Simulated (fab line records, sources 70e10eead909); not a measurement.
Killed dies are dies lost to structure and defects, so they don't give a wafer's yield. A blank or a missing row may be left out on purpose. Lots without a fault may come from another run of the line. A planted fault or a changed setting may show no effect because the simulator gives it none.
fab line records | flow nand_harc
record lots=12 wafers=36 last_day=23
route steps=1159 shown P_CONTACT@247 P_M0@258 END@1159
lots that met no fault: from a run of the same line without faults
start_h: hours from the record's first day to the start of the lot's first wafer shown | wait_h: hours since the lot's step before | " the same as in the row above | L1.1+2: a row that stands for several wafers | - no value, or no start given | * or withheld: withheld | < > ~ a bound
route shown NAME@n: a module of which the file shows steps, and the number in the route of the first | usual: mean/standard deviation of fault-free wafers | same: alike in all rows | chamber/n: place in a boat | sites: the reading at each site | _std_site: their standard deviation | _edge_site: outer sites' mean less inner sites' | radius_mm: how far each site lies from the wafer's centre | mask NAME#n: copy n | behind: the tool/chamber that last shaped the wafer | hold: why the lot was held/for how many hours/how that ended | device: the transistor (n, p or np) that didn't switch | end of line: the same wafers' tests at the end of the route | a step without rows: its recipe alone | killed: dies lost to structure and defects at the first sort, not the wafer's yield | map: a wafer's dies, x killed, . not, _ none there
set.NAME: the setting as run; set.NAME@STEP: as run at that earlier step | model.NAME: the simulator's own value behind a step, which no gauge read
steps of the route over a sample of lots; a table a step, a row a wafer
services: from which hour (start_h, from the record's first day; less than 0 if before it) a tool's chamber was out of use, for how many hours, and why
## steps
# step NHARC_P_CONTACT_ALD_22
# recipe target_thk_a=30 pulse_time_s=1 ald_cycles=150 temp_c=450 material=TiN
# usual heater_power_w=1069/120 precursor_pulse_height_rel=0.999/0.017
# same ald_cycles=150
# columns lot.wafer tool chamber start_h wait_h heater_power_w precursor_pulse_height_rel
L976.1 ald_metal-03 3 106.85 - 1269 0.994
L976.3 " 2 " " 1048 0.971
L976.4 " 3 " " 1178 0.981
L977.1 ald_metal-04 0 118.62 - 1182 0.982
L977.4 " 2 " " 1097 1.005
L977.5 " 0 " " 1183 0.971
L980.1 ald_metal-03 3 131.91 - 1213 0.999
L980.5 " 2 " " 1047 0.987
L980.6 " 3 " " 1206 1.027
L979.1 ald_metal-01 2 132.49 - 1168 0.972
L979.2 " 3 " " 1193 0.963
L979.3 " 0 " " 1016 1.009
L981.1 ald_metal-01 3 145.96 - 1151 1.010
L981.2 " 0 " " 975 1.035
L981.3 " 1 " " 1144 0.983
L982.4 ald_metal-01 1 148.27 - 1125 1.001
L982.3 " 2 " " 1181 1.007
L982.6 " 0 " " 999 1.016
L990.4 ald_metal-04 0 187.92 - 1152 1.004
L990.2 " 1 " " 1030 0.998
L990.5 " 3 " " 1020 0.991
L992.4 ald_metal-03 1 204.14 - 898 1.022
L992.3 " 3 " " 1221 1.019
L992.5 " 0 " " 914 0.983
L993.2 ald_metal-03 2 214.04 - 975 1.009
L993.5 " 1 " " 893 1.014
L993.6 " 0 " " 899 1.007
L996.1 ald_metal-01 3 223.62 - 1149 0.998
L996.4 " 0 " " 980 0.991
L996.6 " 3 " " 1140 0.976
L997.3 ald_metal-04 0 239.54 - 1128 1.001
L997.5 " 3 " " 1008 1.004
L997.6 " 0 " " 1178 0.983
L998.2 ald_metal-03 1 240.40 - 905 1.007
L998.4 " 2 " " 974 1.000
L998.1 " 3 " " 1257 0.996
# step NHARC_P_M0_SOFTBAKE_04
# recipe temp_c=105 time_s=55
# usual heater_power_total_W=188.45/0.13
# columns lot.wafer tool chamber start_h wait_h heater_power_total_W
L976.1 litho_track-06 0 108 - 188.46
L976.3 " 0 " " 188.27
L976.4 " 0 " " 188.31
L977.1 litho_track-04 0 123 - 188.38
L977.4 " 0 " " 188.46
L977.5 " 0 " " 188.36
L980.1 litho_track-06 0 138 - 188.39
L980.5 " 0 " " 188.63
L980.6 " 0 " " 188.33
L979.1 litho_track-01 0 139 - 188.63
L979.2 " 0 " " 188.76
L979.3 " 0 " " 188.49
L981.1 litho_track-06 0 147 - 188.49
L981.2 " 0 " " 188.52
L981.3 " 0 " " 188.29
L982.3 litho_track-06 0 159 - 188.46
L982.4 " 0 " " 188.54
L982.6 " 0 " " 188.45
L990.2 litho_track-04 0 189 - 187.03
L990.4 " 0 " " 186.70
L990.5 " 0 " " 186.90
L992.3 litho_track-04 0 210 - 186.69
L992.4 " 0 " " 186.64
L992.5 " 0 " " 186.86
L993.2 litho_track-01 0 220 - 188.39
L993.5 " 0 " " 188.72
L993.6 " 0 " " 188.69
L996.1 litho_track-01 0 225 - 188.70
L996.4 " 0 " " 188.52
L996.6 " 0 " " 188.33
L997.3 litho_track-06 0 241 - 188.38
L997.5 " 0 " " 188.73
L997.6 " 0 " " 188.27
L998.1 litho_track-06 0 242 - 188.50
L998.2 " 0 " " 188.33
L998.4 " 0 " " 188.38
# step NHARC_P_M0_ETCH_34
# recipe target_depth_a=400 overetch_a=120 time_s=43.94 ion_energy_ev=200 n2_flow_sccm=150 h2_flow_sccm=150 ar_flow_sccm=0 rf_w=400 bias_w=150 chemistry=N2/H2
# usual drypump_motor_current_A=5.7/0.31 n2_flow_sccm=150.0/0.44 oes_product_au=1.003/0.0083 rf_vpp_V=431/3.1 showerhead_plenum_p_Torr=2.05/0.11 throttle_valve_pct=14.171/0.009
# columns lot.wafer tool chamber start_h wait_h drypump_motor_current_A n2_flow_sccm oes_product_au rf_hours_counter_h rf_vpp_V showerhead_plenum_p_Torr throttle_valve_pct
L976.1 rie_diel-03 3 109.27 0.1 6.0 150.4 1.013 4 426 1.91 14.178
L976.4 " 0 " " 5.8 149.9 1.017 4 436 2.17 14.184
L976.3 " 2 " " 5.5 149.5 1.015 4 427 1.96 14.172
L977.1 rie_diel-03 0 124.55 0.1 5.8 150.0 1.015 5 434 2.17 14.172
L977.4 " 2 " " 5.5 150.4 1.018 5 428 1.96 14.151
L977.5 " 1 " " 6.0 151.0 1.011 - 433 2.15 14.162
L980.1 rie_diel-03 0 139.49 0.1 5.7 150.1 1.004 6 435 2.17 14.164
L980.5 " 0 " " 5.8 149.8 1.008 - 434 2.17 14.177
L980.6 " 2 " " 5.5 150.3 0.999 - 430 1.96 14.174
L979.1 rie_diel-05 2 140.15 0.1 5.5 149.7 0.989 13 435 2.20 14.162
L979.2 " 3 " " 5.3 149.9 0.997 10 427 1.91 14.166
L979.3 " 0 " " 6.1 149.9 1.011 10 432 2.08 14.167
L981.2 rie_diel-05 2 148.24 0.1 5.4 149.3 0.996 13 435 2.20 14.186
L981.1 " 3 " " 5.3 150.0 1.005 11 428 1.91 14.171
L981.3 " 1 " " 5.7 149.2 1.012 13 430 2.08 14.173
L982.4 rie_diel-10 2 160.31 0.1 5.6 149.8 0.992 10 435 2.20 14.156
L982.3 " 3 " " 6.2 149.6 1.016 8 429 1.97 14.186
L982.6 " 0 " " 5.4 150.1 1.004 - 428 1.95 14.176
L990.4 rie_diel-03 1 190.48 0.1 6.0 150.3 0.996 9 434 2.14 14.179
L990.2 " 3 " " 6.0 149.4 1.003 8 425 1.90 14.169
L990.5 " 1 " " 6.0 150.2 1.001 - 433 2.14 14.175
L992.4 rie_diel-10 3 211.38 0.1 6.2 150.1 0.995 2 429 1.97 14.156
L992.3 " 1 " " 5.3 150.5 0.992 2 430 2.07 14.163
L992.5 " 0 " " 5.4 150.5 1.002 - 429 1.95 14.188
L993.2 rie_diel-10 3 221.48 0.1 6.2 150.4 0.999 3 428 1.97 14.178
L993.5 " 2 " " 5.6 150.2 0.984 - 435 2.20 14.172
L993.6 " 3 " " 6.2 150.8 0.993 - 428 1.97 14.174
L996.4 rie_diel-03 3 225.92 0.1 6.0 150.4 0.998 0 427 1.90 14.166
L996.1 " 1 " " 6.0 149.4 1.005 0 432 2.14 14.165
L996.6 " 0 " " 5.8 149.8 1.004 - 435 2.17 14.174
L997.3 rie_diel-05 1 241.95 0.1 5.7 149.8 1.013 4 433 2.08 14.162
L997.6 " 3 " " 5.3 150.3 0.988 - 427 1.90 14.153
L997.5 " 0 " " 6.1 149.6 1.005 - 431 2.08 14.183
L998.4 rie_diel-05 1 242.85 0.1 5.7 150.2 1.008 4 432 2.08 14.179
L998.1 " 3 " " 5.3 148.9 1.013 4 426 1.90 14.179
L998.2 " 0 " " 6.0 150.0 1.019 5 431 2.08 14.162
# step NHARC_P_M0_ETCH_15
# recipe target_depth_a=1500 overetch_a=150 time_s=82.5 c4f8_flow_sccm=withheld ar_flow_sccm=400 rf_w=600 bias_w=300 chemistry=C4F8/Ar
# usual oes_product_au=0.957/0.021 rf_vpp_V=441/3.2
# columns lot.wafer tool chamber start_h wait_h oes_product_au rf_hours_counter_h rf_vpp_V
L976.4 rie_diel-03 1 - - 0.969 5 443
L976.3 " 2 " " 1.000 4 438
L976.1 " 3 " " 0.958 4 437
L977.1 rie_diel-03 2 - - 0.975 5 439
L977.4 " 3 " " 0.968 5 436
L977.5 " 2 " " 0.978 - 439
L980.1 rie_diel-03 1 - - 0.962 7 443
L980.5 " 0 " " 0.983 - 445
L980.6 " 1 " " 0.952 - 444
L979.1 rie_diel-05 2 - - 0.957 13 445
L979.2 " 3 " " 0.964 10 437
L979.3 " 1 " " 0.982 12 443
L981.1 rie_diel-05 3 - - 0.950 11 437
L981.2 " 0 " " 0.960 10 440
L981.3 " 2 " " 0.956 13 445
L982.3 rie_diel-10 1 - - 0.912 10 442
L982.4 " 2 " " 0.915 10 445
L982.6 " 1 " " 0.925 - 442
L990.4 rie_diel-03 3 - - 0.984 8 437
L990.2 " 1 " " 0.961 9 445
L990.5 " 0 " " 0.987 - 446
L992.4 rie_diel-10 1 - - 0.921 2 442
L992.3 " 2 " " 0.929 2 446
L992.5 " 0 " " 0.919 - 439
L993.2 rie_diel-10 0 - - 0.978 4 439
L993.6 " 1 " " 0.976 - 441
L993.5 " 2 " " 0.959 - 446
L996.4 rie_diel-03 0 - - 0.989 0 445
L996.1 " 1 " " 0.973 0 444
L996.6 " 3 " " 0.958 - 438
L997.3 rie_diel-05 2 - - 0.963 4 447
L997.6 " 3 " " 0.975 - 435
L997.5 " 0 " " 0.986 - 441
L998.2 rie_diel-05 0 - - 0.979 5 441
L998.4 " 2 " " 0.955 4 446
L998.1 " 3 " " 0.978 4 438
# step NHARC_END_SORT_01
# recipe temp_c=25
# usual defect_limited_yield=95.6/1.4 killed_at_array=25/9.2 killed_at_other=0.8/1.2 killed_at_periphery=3.9/2.6 killed_dies=30/9.7 killed_open=3.4/1.9 killed_short=2.0/1.4 sort_bin_2_pct=1.4/0.62 sort_bin_3_pct=0.24/0.2 sort_bin_4_pct=2.8/0.92 sort_n_pass=647/9.7 sort_rim_yield_pct=94/3.3 sort_yield_pct=95.6/1.4
# same gross_dies=677 sort_bin_5_pct[%]=0 sort_bin_6_pct[%]=0 sort_bin_7_pct[%]=0 sort_bin_8_pct[%]=0 sort_rim_n_gross=106.00
# columns lot.wafer tool chamber start_h wait_h defect_limited_yield[%] killed_at_array killed_at_other killed_at_periphery killed_dies killed_open killed_short sort_bin_2_pct[%] sort_bin_3_pct[%] sort_bin_4_pct[%] sort_n_pass sort_rim_yield_pct[%] sort_yield_pct[%]
L990.2 prober-01 0 508.24 2.8 95.6 30 0 0 30 5 2 1.6 0.15 2.7 647 95 95.6
L990.4 prober-01 0 509.82 3.4 95.0 32 0 2 34 1 3 1.9 0.44 2.7 643 93 95.0
L990.5 prober-01 0 510.61 3.7 95.6 30 0 0 30 3 4 1.3 0 3.1 647 92 95.6
L992.3 prober-01 0 537.70 3.1 95.0 27 0 7 34 2 2 1.3 0.30 3.4 643 88 95.0
L992.4 prober-01 0 538.51 3.4 94.2 31 1 7 39 2 4 2.1 0.15 3.5 638 88 94.2
L992.5 prober-01 0 539.32 3.7 95.4 25 2 4 31 3 1 1.6 0.30 2.7 646 93 95.4
L997.3 prober-02 0 561.08 3.1 94.2 32 4 3 39 6 1 2.2 0.30 3.2 638 96 94.2
L997.5 prober-02 0 562.69 3.7 94.8 33 2 0 35 5 2 2.2 0 3.0 642 96 94.8
L997.6 prober-02 0 563.49 4.0 95.4 28 1 2 31 0 2 1.8 0.89 1.9 646 88 95.4
# killed by level:class
L990.2 A_SLIT:chamber_film_flake=10 A_STAIRCASE:chamber_film_flake=6 A_WL_FILL:chamber_film_flake=4 A_ONON_D1:geometric_particle:short=2 A_WL_FILL:geometric_particle:open=2 A_CONTACT:geometric_particle:open=2 A_CONTACT:chamber_film_flake=2 A_ONON_D1:geometric_particle:open=1
L990.4 A_SLIT:chamber_film_flake=10 A_STAIRCASE:chamber_film_flake=6 A_CONTACT:chamber_film_flake=6 A_CHANNEL_HOLE_D1:chamber_film_flake=4 A_WL_FILL:chamber_film_flake=3 A_ONON_D1:geometric_particle:short=2 P_M1:geometric_particle:open=1 A_M0:geometric_particle:short=1
L990.5 A_SLIT:chamber_film_flake=9 A_CHANNEL_HOLE_D1:chamber_film_flake=6 A_STAIRCASE:chamber_film_flake=6 A_WL_FILL:geometric_particle:short=2 A_SOURCE_PLATE:geometric_particle:short=1 A_ONON_D1:geometric_particle:open=1 A_CHANNEL_FILL_D1:geometric_particle:short=1 A_CHANNEL_FILL_D1:geometric_particle:open=1
L992.3 A_SLIT:chamber_film_flake=10 A_CONTACT:chamber_film_flake=7 P_M1:chamber_film_flake=5 A_CHANNEL_HOLE_D1:chamber_film_flake=3 A_BLC:chamber_film_flake=2 P_GATE:geometric_particle:short=1 A_ONON_D1:geometric_particle:open=1 A_ONON_D1:geometric_particle:short=1
L992.4 A_CONTACT:chamber_film_flake=10 A_SLIT:chamber_film_flake=9 A_CHANNEL_HOLE_D1:chamber_film_flake=5 P_M1:chamber_film_flake=3 P_CONTACT:chamber_film_flake=2 A_ZERO_WELL:chamber_film_flake=2 P_GATE:geometric_particle:short=1 P_M0:geometric_particle:short=1
L992.5 A_SLIT:chamber_film_flake=12 A_CHANNEL_HOLE_D1:chamber_film_flake=4 A_CONTACT:chamber_film_flake=3 P_CONTACT:chamber_film_flake=2 P_M1:chamber_film_flake=2 THIN_TSV:chamber_film_flake=2 A_CHANNEL_FILL_D1:geometric_particle:open=1 A_SGD_CUT:geometric_particle:open=1
L997.3 A_CHANNEL_HOLE_D1:chamber_film_flake=19 THIN_TSV:chamber_film_flake=4 A_M0:geometric_particle:open=3 A_SLIT:chamber_film_flake=3 A_CONTACT:chamber_film_flake=3 P_M2:chamber_film_flake=2 P_CONTACT:geometric_particle:open=1 A_SGD_CUT:geometric_particle:short=1
L997.5 A_CHANNEL_HOLE_D1:chamber_film_flake=16 A_CONTACT:chamber_film_flake=5 A_SLIT:chamber_film_flake=4 A_CONTACT:geometric_particle:open=2 A_M0:geometric_particle:open=2 THIN_TSV:chamber_film_flake=2 A_ONON_D1:geometric_particle:open=1 A_ONON_D1:geometric_particle:short=1
L997.6 A_CHANNEL_HOLE_D1:chamber_film_flake=16 A_CONTACT:chamber_film_flake=6 A_SLIT:chamber_film_flake=4 P_M0:geometric_particle:short=1 A_CHANNEL_FILL_D1:geometric_particle:short=1 P_M2:chamber_film_flake=1 A_ZERO_WELL:chamber_film_flake=1 THIN_TSV:chamber_film_flake=1
## services
# columns tool chamber start_h hours kind
ald_metal-03 0 90.05 25.7 repair
litho_track-01 - 93.00 7.0 pm
ald_metal-03 1 94.37 16.3 repair
rie_diel-03 0 96.30 - clean
rie_diel-03 1 96.30 - clean
rie_diel-03 2 96.30 - clean
ald_metal-04 - 101.02 0.5 repair
ald_metal-01 - 102.00 10.0 pm
rie_diel-10 1 113.22 1.4 repair
litho_track-06 - 117.00 7.0 pm
rie_diel-10 3 119.27 11.2 repair
rie_diel-05 3 130.34 8.5 repair
ald_metal-03 - 135.06 1.2 repair
rie_diel-03 3 135.09 13.8 repair
litho_track-04 - 141.00 7.0 pm
ald_metal-03 - 144.00 10.0 pm
rie_diel-03 1 157.87 9.1 repair
rie_diel-05 - 163.60 9.0 pm
rie_diel-10 - 176.50 9.0 pm
ald_metal-03 3 210.17 12.7 repair
rie_diel-05 3 211.44 2.6 repair
rie_diel-03 - 215.30 9.0 pm
ald_metal-04 - 228.00 10.0 pm
rie_diel-03 1 242.74 9.6 repair
## key
first_sign step=NHARC_P_M0_SOFTBAKE_04 reading=heater_power_total_W direction=down sigmas=12 usual=* struck=*
effect none on later readings
met_at NHARC_P_M0_SOFTBAKE_04
struck_lots L990,L992
not_acting_at NHARC_P_CONTACT_ALD_22,NHARC_P_M0_ETCH_34,NHARC_P_M0_ETCH_15
onset_between 123 189
fault kind=process_parameter_drift tool=litho_track-04 chamber=- onset_h=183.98 steps=NHARC_P_M0_SOFTBAKE_04 channel=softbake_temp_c offset=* shape=step end_h=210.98 acts_in=* stated=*
